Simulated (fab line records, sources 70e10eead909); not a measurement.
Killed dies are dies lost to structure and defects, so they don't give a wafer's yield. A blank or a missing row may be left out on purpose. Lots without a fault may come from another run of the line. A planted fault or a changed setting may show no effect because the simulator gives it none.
fab line records | flow nand_harc
record lots=24 wafers=72 last_day=33
route steps=1302 shown A_CONTACT@1047
lots that met no fault: from a run of the same line without faults
start_h: hours from the record's first day to the start of the lot's first wafer shown | wait_h: hours since the lot's step before | " the same as in the row above | L1.1+2: a row that stands for several wafers | - no value, or no start given | * or withheld: withheld | < > ~ a bound
route shown NAME@n: a module of which the file shows steps, and the number in the route of the first | usual: mean/standard deviation of fault-free wafers | same: alike in all rows | chamber/n: place in a boat | sites: the reading at each site | _std_site: their standard deviation | _edge_site: outer sites' mean less inner sites' | radius_mm: how far each site lies from the wafer's centre | mask NAME#n: copy n | behind: the tool/chamber that last shaped the wafer | hold: why the lot was held/for how many hours/how that ended | device: the transistor (n, p or np) that didn't switch | end of line: the same wafers' tests at the end of the route | a step without rows: its recipe alone | killed: dies lost to structure and defects at the first sort, not the wafer's yield | map: a wafer's dies, x killed, . not, _ none there
set.NAME: the setting as run; set.NAME@STEP: as run at that earlier step | model.NAME: the simulator's own value behind a step, which no gauge read
steps of the route over a sample of lots; a table a step, a row a wafer
services: from which hour (start_h, from the record's first day; less than 0 if before it) a tool's chamber was out of use, for how many hours, and why
## steps
# step NHARC_A_CONTACT_ETCH_124
# recipe source_w=withheld pressure_mtorr=20 bias_v=withheld time_s=140 target_depth_a=7000 ar_flow_sccm=withheld c4f8_flow_sccm=withheld o2_flow_sccm=withheld chemistry=C4F8/O2/Ar
# columns lot.wafer tool chamber start_h wait_h rf_hours_counter_h
L076.2 har_cap_etch-02 1 516.87 - 88
L076.6 " 1 " " -
L076.5 " 0 " " -
L074.1 har_cap_etch-03 0 518.41 - 40
L074.4 " 1 " " -
L074.6 " 0 " " -
L075.2 har_cap_etch-03 0 525.84 - 42
L075.5 " 1 " " -
L075.6 " 0 " " -
L077.2 har_cap_etch-03 0 541.41 - 46
L077.4 " 1 " " -
L077.6 " 0 " " -
L078.4 har_cap_etch-01 0 542.80 - -
L078.3 " 1 " " -
L078.6 " 0 " " -
L079.1 har_cap_etch-02 0 545.36 - 95
L079.2 " 1 " " 95
L079.3 " 1 " " -
L082.2 har_cap_etch-02 0 560.89 - 100
L082.1 " 1 " " 100
L082.5 " 0 " " -
L080.1 har_cap_etch-03 1 564.36 - 53
L080.3 " 0 " " -
L080.5 " 1 " " -
L081.2 har_cap_etch-02 1 568.46 - 101
L081.3 " 0 " " -
L081.5 " 1 " " -
L083.2 har_cap_etch-03 0 599.70 - 56
L083.4 " 1 " " -
L083.5 " 0 " " -
L084.1 har_cap_etch-02 1 612.83 - 107
L084.3 " 0 " " -
L084.6 " 1 " " -
L086.1 har_cap_etch-03 0 623.32 - 60
L086.4 " 0 " " -
L086.3 " 1 " " -
L085.1 har_cap_etch-01 0 625.86 - 19
L085.2 " 1 " " 19
L085.4 " 1 " " -
L087.1 har_cap_etch-01 0 645.00 - 22
L087.4 " 0 " " -
L087.6 " 1 " " -
L089.1 har_cap_etch-02 1 652.92 - 114
L089.3 " 1 " " -
L089.6 " 1 " " -
L088.2 har_cap_etch-03 0 660.34 - 66
L088.1 " 1 " " 66
L088.5 " 1 " " -
L090.2 har_cap_etch-03 0 690.84 - 70
L090.3 " 0 " " -
L090.6 " 1 " " -
L091.1 har_cap_etch-03 0 697.77 - 72
L091.2 " 1 " " 72
L091.3 " 0 " " -
L092.4 har_cap_etch-02 0 698.86 - -
L092.6 " 0 " " -
L092.5 " 1 " " -
L093.2 har_cap_etch-01 1 704.02 - 32
L093.3 " 1 " " -
L093.6 " 0 " " -
L094.1 har_cap_etch-01 1 707.00 - 34
L094.4 " 1 " " -
L094.3 " 0 " " -
L095.3 har_cap_etch-03 0 716.57 - -
L095.5 " 1 " " -
L095.6 " 0 " " -
L096.2 har_cap_etch-02 1 717.24 - 127
L096.3 " 1 " " -
L096.4 " 0 " " -
L097.2 har_cap_etch-01 0 728.58 - 40
L097.1 " 1 " " 40
L097.5 " 0 " " -
# step NHARC_A_CONTACT_DEP_84
# recipe target_thk_a=28000 temp_c=400 material=aC
# usual throttle_valve_pct=35.000/0.009
# columns lot.wafer tool chamber start_h wait_h throttle_valve_pct
L076.2 acl_dep-01 0 521.56 - 34.986
L076.5 " 0 " " 35.007
L076.6 " 0 " " 34.993
L074.1 acl_dep-02 0 522.35 - 35.009
L074.4 " 0 " " 35.006
L074.6 " 0 " " 34.992
L075.2 acl_dep-01 0 529.70 - 34.998
L075.5 " 0 " " 34.996
L075.6 " 0 " " 34.999
L077.2 acl_dep-03 0 547.93 - 35.005
L077.4 " 0 " " 34.995
L077.6 " 0 " " 35.002
L078.3 acl_dep-03 0 549.96 - 35.000
L078.4 " 0 " " 35.001
L078.6 " 0 " " 35.006
L079.1 acl_dep-03 0 553.04 - 34.992
L079.2 " 0 " " 35.000
L079.3 " 0 " " 35.003
L082.1 acl_dep-02 0 567.26 - 34.995
L082.2 " 0 " " 34.996
L082.5 " 0 " " 35.018
L080.1 acl_dep-03 0 570.38 - 34.986
L080.3 " 0 " " 35.007
L080.5 " 0 " " 34.996
L081.2 acl_dep-01 0 572.46 - 35.014
L081.3 " 0 " " 34.991
L081.5 " 0 " " 35.010
L083.2 acl_dep-02 0 605.11 - 35.008
L083.4 " 0 " " 35.001
L083.5 " 0 " " 34.984
L084.1 acl_dep-01 0 616.68 - 34.992
L084.3 " 0 " " 35.008
L084.6 " 0 " " 35.003
L086.1 acl_dep-01 0 626.89 - 35.003
L086.3 " 0 " " 35.001
L086.4 " 0 " " 35.021
L085.1 acl_dep-03 0 630.19 - 34.996
L085.2 " 0 " " 35.002
L085.4 " 0 " " 35.003
L087.1 acl_dep-02 0 649.60 - 35.014
L087.4 " 0 " " 35.001
L087.6 " 0 " " 34.985
L089.1 acl_dep-01 0 656.61 - 34.993
L089.3 " 0 " " 34.994
L089.6 " 0 " " 35.002
L088.1 acl_dep-01 0 664.80 - 34.986
L088.2 " 0 " " 34.993
L088.5 " 0 " " 34.985
L090.2 acl_dep-01 0 694.96 - 35.006
L090.3 " 0 " " 34.997
L090.6 " 0 " " 34.992
L091.1 acl_dep-02 0 704.65 - 34.998
L091.2 " 0 " " 35.002
L091.3 " 0 " " 34.991
L092.4 acl_dep-02 0 707.22 - 35.013
L092.5 " 0 " " 35.012
L092.6 " 0 " " 35.004
L093.2 acl_dep-02 0 710.26 - 35.012
L093.3 " 0 " " 35.016
L093.6 " 0 " " 34.990
L094.1 acl_dep-02 0 714.90 - 35.000
L094.3 " 0 " " 35.007
L094.4 " 0 " " 35.006
L095.3 acl_dep-03 0 720.67 - 35.013
L095.5 " 0 " " 35.016
L095.6 " 0 " " 35.004
L096.2 acl_dep-02 0 721.13 - 35.017
L096.3 " 0 " " 35.008
L096.4 " 0 " " 35.001
L097.1 acl_dep-03 0 734.39 - 34.973
L097.2 " 0 " " 35.004
L097.5 " 0 " " 35.007
# step NHARC_A_CONTACT_ETCH_134
# recipe source_w=withheld pressure_mtorr=20 bias_v=withheld time_s=140 target_depth_a=7000 ar_flow_sccm=withheld c4f8_flow_sccm=withheld o2_flow_sccm=withheld chemistry=C4F8/O2/Ar
# columns lot.wafer tool chamber start_h wait_h rf_hours_counter_h
L076.2 har_cap_etch-02 0 525.26 - 89
L076.6 " 0 " " -
L076.5 " 1 " " -
L074.1 har_cap_etch-01 1 526.39 - 4
L074.4 " 1 " " -
L074.6 " 1 " " -
L075.2 har_cap_etch-01 0 533.13 - 5
L075.5 " 0 " " -
L075.6 " 1 " " -
L077.2 har_cap_etch-02 1 551.30 - 97
L077.4 " 1 " " -
L077.6 " 1 " " -
L078.4 har_cap_etch-02 1 553.28 - -
L078.3 " 0 " " -
L078.6 " 1 " " -
L079.2 har_cap_etch-01 1 556.69 - 10
L079.1 " 0 " " 10
L079.3 " 0 " " -
L082.1 har_cap_etch-01 1 571.00 - 12
L082.2 " 0 " " 12
L082.5 " 1 " " -
L080.1 har_cap_etch-03 0 574.16 - 54
L080.3 " 1 " " -
L080.5 " 1 " " -
L081.2 har_cap_etch-02 1 575.94 - 103
L081.3 " 1 " " -
L081.5 " 1 " " -
L083.2 har_cap_etch-01 1 608.58 - 15
L083.4 " 1 " " -
L083.5 " 1 " " -
L084.1 har_cap_etch-02 1 620.44 - 109
L084.3 " 1 " " -
L084.6 " 1 " " -
L086.1 har_cap_etch-02 0 630.74 - 110
L086.4 " 1 " " -
L086.3 " 0 " " -
L085.2 har_cap_etch-01 1 633.87 - 21
L085.1 " 0 " " 21
L085.4 " 1 " " -
L087.1 har_cap_etch-01 0 653.41 - 24
L087.4 " 0 " " -
L087.6 " 0 " " -
L089.1 har_cap_etch-01 0 660.94 - 25
L089.3 " 1 " " -
L089.6 " 0 " " -
L088.1 har_cap_etch-02 0 668.47 - 115
L088.2 " 1 " " 115
L088.5 " 0 " " -
L090.2 har_cap_etch-01 1 698.52 - 31
L090.3 " 1 " " -
L090.6 " 1 " " -
L091.2 har_cap_etch-03 1 708.39 - 76
L091.1 " 0 " " 76
L091.3 " 1 " " -
L092.4 har_cap_etch-02 1 710.16 - -
L092.5 " 0 " " -
L092.6 " 1 " " -
L093.2 har_cap_etch-01 1 713.79 - 36
L093.3 " 1 " " -
L093.6 " 1 " " -
L094.1 har_cap_etch-03 1 718.67 - 79
L094.3 " 1 " " -
L094.4 " 0 " " -
L095.3 har_cap_etch-02 1 724.13 - -
L095.6 " 1 " " -
L095.5 " 0 " " -
L096.2 har_cap_etch-03 0 724.61 - 80
L096.4 " 0 " " -
L096.3 " 1 " " -
L097.1 har_cap_etch-03 0 738.00 - 82
L097.2 " 1 " " 82
L097.5 " 1 " " -
# step NHARC_A_CONTACT_ETCH_136
# recipe source_w=withheld pressure_mtorr=20 bias_v=1200 time_s=311 target_depth_a=19120 ar_flow_sccm=withheld c4f8_flow_sccm=withheld o2_flow_sccm=withheld chemistry=C4F8/O2/Ar
# columns lot.wafer tool chamber start_h wait_h rf_hours_counter_h
L076.2 har_cap_etch-02 0 525.73 0.2 90
L076.6 " 0 " " -
L076.5 " 1 " " -
L074.1 har_cap_etch-01 1 527.02 0.3 4
L074.4 " 1 " " -
L074.6 " 1 " " -
L075.2 har_cap_etch-01 0 533.76 0.3 5
L075.5 " 0 " " -
L075.6 " 1 " " -
L077.2 har_cap_etch-02 1 551.77 0.2 97
L077.4 " 1 " " -
L077.6 " 1 " " -
L078.4 har_cap_etch-02 1 553.78 0.2 -
L078.3 " 0 " " -
L078.6 " 1 " " -
L079.2 har_cap_etch-01 1 557.16 0.2 11
L079.1 " 0 " " 11
L079.3 " 0 " " -
L082.1 har_cap_etch-01 1 571.47 0.2 12
L082.2 " 0 " " 12
L082.5 " 1 " " -
L080.1 har_cap_etch-03 0 574.63 0.2 55
L080.3 " 1 " " -
L080.5 " 1 " " -
L081.2 har_cap_etch-02 1 576.41 0.2 104
L081.3 " 1 " " -
L081.5 " 1 " " -
L083.2 har_cap_etch-01 1 609.05 0.2 16
L083.4 " 1 " " -
L083.5 " 1 " " -
L084.1 har_cap_etch-02 1 620.91 0.2 109
L084.3 " 1 " " -
L084.6 " 1 " " -
L086.1 har_cap_etch-02 0 631.22 0.2 110
L086.4 " 1 " " -
L086.3 " 0 " " -
L085.2 har_cap_etch-01 1 634.34 0.2 21
L085.1 " 0 " " 21
L085.4 " 1 " " -
L087.1 har_cap_etch-01 0 653.90 0.2 24
L087.4 " 0 " " -
L087.6 " 0 " " -
L089.1 har_cap_etch-01 0 661.41 0.2 26
L089.3 " 1 " " -
L089.6 " 0 " " -
L088.1 har_cap_etch-02 0 668.94 0.2 116
L088.2 " 1 " " 116
L088.5 " 0 " " -
L090.2 har_cap_etch-01 1 699.00 0.2 32
L090.3 " 1 " " -
L090.6 " 1 " " -
L091.2 har_cap_etch-03 1 708.87 0.2 76
L091.1 " 0 " " 76
L091.3 " 1 " " -
L092.4 har_cap_etch-02 1 710.67 0.2 -
L092.5 " 0 " " -
L092.6 " 1 " " -
L093.2 har_cap_etch-01 1 714.26 0.2 36
L093.3 " 1 " " -
L093.6 " 1 " " -
L094.1 har_cap_etch-03 1 719.15 0.2 79
L094.3 " 1 " " -
L094.4 " 0 " " -
L095.3 har_cap_etch-02 1 724.63 0.2 -
L095.6 " 1 " " -
L095.5 " 0 " " -
L096.2 har_cap_etch-03 0 725.09 0.2 81
L096.4 " 0 " " -
L096.3 " 1 " " -
L097.1 har_cap_etch-03 0 738.54 0.2 82
L097.2 " 1 " " 82
L097.5 " 1 " " -
# step NHARC_A_CONTACT_ETCH_92
# recipe target_depth_a=400 over_etch_frac=0.5 time_s=85.7 ion_energy_ev=120 ch3f_flow_sccm=50 o2_flow_sccm=30 ar_flow_sccm=200 rf_w=500 bias_w=100 chemistry=CH3F/O2
# usual drypump_motor_current_A=5.6/0.45 oes_product_au=0.94/0.031 rf_vpp_V=244.6/1.9 showerhead_plenum_p_Torr=2.47/0.12 throttle_valve_pct=20.662/0.009
# columns lot.wafer tool chamber start_h wait_h drypump_motor_current_A oes_product_au rf_hours_counter_h rf_vpp_V showerhead_plenum_p_Torr throttle_valve_pct
L076.2 rie_diel-04 3 527.11 0.5 4.8 1.01 24 243.8 2.36 20.665
L076.6 " 3 " " 4.8 1.02 - 244.2 2.36 20.656
L076.5 " 0 " " 6.1 0.99 - 242.8 2.33 20.665
L074.1 rie_diel-04 1 528.75 0.6 6.2 0.99 28 246.1 2.57 20.661
L074.4 " 0 " " 6.1 0.99 27 241.9 2.33 20.652
L074.6 " 1 " " 6.2 0.98 - 245.5 2.57 20.656
L075.2 rie_diel-02 2 535.52 0.6 5.9 0.92 44 246.2 2.53 20.680
L075.6 " 0 " " 5.8 0.93 - 242.3 2.28 20.665
L075.5 " 1 " " 5.6 0.93 - 247.7 2.64 20.668
L077.4 rie_diel-02 0 553.15 0.4 5.8 0.91 55 242.1 2.28 20.674
L077.2 " 1 " " 5.6 0.92 52 245.3 2.64 20.663
L077.6 " 1 " " 5.6 0.92 - 247.0 2.64 20.664
L078.3 rie_diel-02 0 555.10 0.4 5.8 0.93 55 241.3 2.28 20.668
L078.4 " 1 " " 5.6 0.92 52 248.0 2.64 20.665
L078.6 " 2 " " 5.9 0.94 - 244.6 2.53 20.658
L079.1 rie_diel-04 3 558.53 0.5 4.8 0.92 4 242.1 2.35 20.663
L079.2 " 0 " " 6.1 0.93 4 243.5 2.33 20.664
L079.3 " 2 " " 5.6 0.93 3 245.9 2.56 20.681
L082.2 rie_diel-04 2 572.86 0.5 5.7 0.92 4 244.5 2.56 20.660
L082.1 " 0 " " 6.1 0.92 5 241.6 2.32 20.661
L082.5 " 1 " " 6.2 0.90 - 246.4 2.56 20.669
L080.3 rie_diel-04 2 576.00 0.4 5.6 0.92 5 245.2 2.56 20.661
L080.1 " 3 " " 4.8 0.92 5 242.6 2.35 20.664
L080.5 " 2 " " 5.6 0.93 - 246.6 2.56 20.660
L081.3 rie_diel-04 0 577.81 0.4 6.1 0.93 7 242.5 2.32 20.660
L081.2 " 1 " " 6.2 0.91 6 247.1 2.56 20.666
L081.5 " 3 " " 4.8 0.92 - 243.7 2.35 20.630
L083.4 rie_diel-04 3 610.43 0.4 4.8 0.94 9 243.4 2.35 20.668
L083.2 " 0 " " 6.1 0.95 10 241.1 2.32 20.670
L083.5 " 0 " " 6.1 0.94 - 242.3 2.32 20.669
L084.3 rie_diel-03 0 622.28 0.4 5.2 0.90 48 247.8 2.64 20.651
L084.1 " 3 " " 5.6 0.93 46 243.8 2.41 20.664
L084.6 " 1 " " 5.8 0.91 - 246.4 2.61 20.664
L086.4 rie_diel-02 0 632.58 0.4 5.8 0.97 25 245.8 2.65 20.647
L086.1 " 1 " " 5.5 1.00 24 246.5 2.63 20.653
L086.3 " 2 " " 5.9 0.99 19 245.9 2.52 20.636
L085.2 rie_diel-04 3 635.72 0.5 4.8 0.91 15 242.4 2.35 20.665
L085.4 " 0 " " 6.1 0.93 17 243.0 2.32 20.666
L085.1 " 2 " " 5.6 0.93 15 245.7 2.55 20.664
L087.4 rie_diel-04 1 655.24 0.4 6.2 0.91 17 246.6 2.56 20.654
L087.1 " 3 " " 4.8 0.92 18 243.2 2.35 20.663
L087.6 " 0 " " 6.1 0.94 - 240.8 2.32 20.658
L089.1 rie_diel-03 0 662.80 0.5 5.2 0.91 3 247.1 2.64 20.660
L089.3 " 2 " " 5.4 0.92 4 244.5 2.46 20.663
L089.6 " 0 " " 5.2 0.91 - 245.4 2.64 20.669
L088.1 rie_diel-04 0 670.33 0.5 6.1 0.95 21 241.7 2.32 20.670
L088.2 " 1 " " 6.2 0.93 20 246.6 2.56 20.672
L088.5 " 3 " " 4.8 0.93 - 243.2 2.35 20.643
L090.2 rie_diel-03 0 700.33 0.5 5.2 0.98 17 247.5 2.63 20.653
L090.3 " 1 " " 5.8 1.00 20 246.5 2.60 20.660
L090.6 " 1 " " 5.8 0.99 - 246.0 2.60 20.672
L091.1 rie_diel-03 3 710.25 0.5 5.7 0.95 19 245.7 2.40 20.661
L091.3 " 0 " " 5.2 0.90 21 247.6 2.63 20.663
L091.2 " 1 " " 5.8 0.92 23 245.8 2.60 20.679
L092.4 rie_diel-02 0 711.92 0.4 5.8 0.91 51 245.2 2.64 20.657
L092.5 " 0 " " 5.8 0.90 - 247.6 2.64 20.648
L092.6 " 1 " " 5.6 0.91 - 247.0 2.62 20.664
L093.3 rie_diel-03 0 715.63 0.4 5.1 0.92 21 246.6 2.63 20.665
L093.2 " 1 " " 5.8 0.93 24 245.1 2.60 20.653
L093.6 " 1 " " 5.8 0.92 - 245.2 2.59 20.669
L094.1 rie_diel-04 0 720.52 0.5 6.1 1.00 0 241.7 2.32 20.646
L094.3 " 1 " " 6.1 1.00 0 246.0 2.55 20.663
L094.4 " 3 " " 4.8 0.98 0 242.8 2.35 20.668
L095.3 rie_diel-04 3 725.95 0.5 4.8 0.99 1 241.1 2.34 20.659
L095.6 " 0 " " 6.1 0.99 - 242.3 2.31 20.660
L095.5 " 1 " " 6.2 0.99 - 245.5 2.55 20.651
L096.2 rie_diel-04 1 726.47 0.5 6.2 0.92 1 244.1 2.55 20.663
L096.4 " 2 " " 5.6 0.92 1 246.9 2.55 20.656
L096.3 " 3 " " 4.8 0.92 1 242.6 2.34 20.682
L097.2 rie_diel-04 2 739.93 0.5 5.6 0.93 2 245.3 2.55 20.656
L097.1 " 0 " " 6.1 0.93 2 242.8 2.31 20.661
L097.5 " 2 " " 5.6 0.94 - 245.4 2.55 20.656
# step NHARC_A_CONTACT_CD_MEAS_15
# usual cd_nm=190.1/0.75
# columns lot.wafer tool chamber start_h wait_h cd_nm
L076.2 cd_sem-02 - 527.33 - 190.6
L076.5 " - " " 190.8
L076.6 " - " " 190.7
L074.1 cd_sem-02 - 529.08 - 189.9
L074.4 " - " " 190.5
L074.6 " - " " 189.6
L075.2 cd_sem-03 - 535.73 - 191.4
L075.5 " - " " 190.3
L075.6 " - " " 189.9
L077.2 cd_sem-02 - 553.38 - 191.6
L077.4 " - " " 190.8
L077.6 " - " " 191.5
L078.3 cd_sem-01 - 555.29 - 189.1
L078.4 " - " " 189.2
L078.6 " - " " 189.7
L079.1 cd_sem-01 - 558.75 - 191.0
L079.2 " - " " 191.2
L079.3 " - " " 191.1
L082.1 cd_sem-01 - 573.06 - 190.3
L082.2 " - " " 191.0
L082.5 " - " " 190.1
L080.1 cd_sem-03 - 576.22 - 188.4
L080.3 " - " " 189.3
L080.5 " - " " 188.6
L081.2 cd_sem-01 - 578.00 - 189.7
L081.3 " - " " 190.2
L081.5 " - " " 190.2
L083.2 cd_sem-01 - 610.65 - 190.2
L083.4 " - " " 190.1
L083.5 " - " " 189.9
L084.1 cd_sem-02 - 622.50 - 190.7
L084.3 " - " " 190.2
L084.6 " - " " 190.1
L086.1 cd_sem-02 - 632.78 - 189.9
L086.3 " - " " 190.7
L086.4 " - " " 189.9
L085.1 cd_sem-02 - 635.93 - 189.7
L085.2 " - " " 189.5
L085.4 " - " " 189.7
L087.1 cd_sem-03 - 655.49 - 191.0
L087.4 " - " " 190.5
L087.6 " - " " 190.5
L089.1 cd_sem-02 - 663.00 - 190.6
L089.3 " - " " 190.4
L089.6 " - " " 190.9
L088.1 cd_sem-03 - 670.53 - 189.9
L088.2 " - " " 189.5
L088.5 " - " " 190.2
L090.2 cd_sem-03 - 700.55 - 189.5
L090.3 " - " " 190.4
L090.6 " - " " 190.3
L091.1 cd_sem-02 - 710.45 - 190.6
L091.2 " - " " 190.8
L091.3 " - " " 189.3
L092.4 cd_sem-01 - 712.14 - 190.0
L092.5 " - " " 190.0
L092.6 " - " " 189.8
L093.2 cd_sem-01 - 715.85 - 189.6
L093.3 " - " " 189.2
L093.6 " - " " 189.5
L094.1 cd_sem-01 - 720.74 - 189.6
L094.3 " - " " 188.9
L094.4 " - " " 189.4
L095.3 cd_sem-01 - 726.13 - 188.6
L095.5 " - " " 189.3
L095.6 " - " " 188.6
L096.2 cd_sem-02 - 726.79 - 189.3
L096.3 " - " " 189.4
L096.4 " - " " 190.1
L097.1 cd_sem-02 - 740.15 - 189.4
L097.2 " - " " 190.0
L097.5 " - " " 189.7
## services
# columns tool chamber start_h hours kind
har_cap_etch-01 - 497.00 17.0 pm
har_cap_etch-01 0 497.00 17.0 vent_cycle
har_cap_etch-01 1 497.00 17.0 vent_cycle
rie_diel-04 0 510.96 - clean
rie_diel-04 1 510.96 - clean
rie_diel-04 2 510.96 - clean
har_cap_etch-01 0 514.00 - clean
har_cap_etch-01 1 514.00 - clean
rie_diel-03 3 517.78 17.8 repair
rie_diel-04 - 531.90 9.0 pm
acl_dep-03 - 537.45 4.0 repair
acl_dep-01 - 549.69 13.0 pm
rie_diel-04 3 562.59 3.2 repair
har_cap_etch-01 - 567.86 0.6 repair
rie_diel-02 - 570.78 9.0 pm
acl_dep-02 - 610.46 13.0 pm
har_cap_etch-03 - 625.69 1.0 repair
rie_diel-03 - 634.91 1.3 repair
rie_diel-03 - 636.26 9.0 pm
acl_dep-03 - 662.92 13.0 pm
rie_diel-02 1 663.83 8.8 repair
rie_diel-02 1 722.51 4.1 repair
rie_diel-03 3 722.71 9.7 repair
acl_dep-01 - 730.69 13.0 pm
## key
fault none
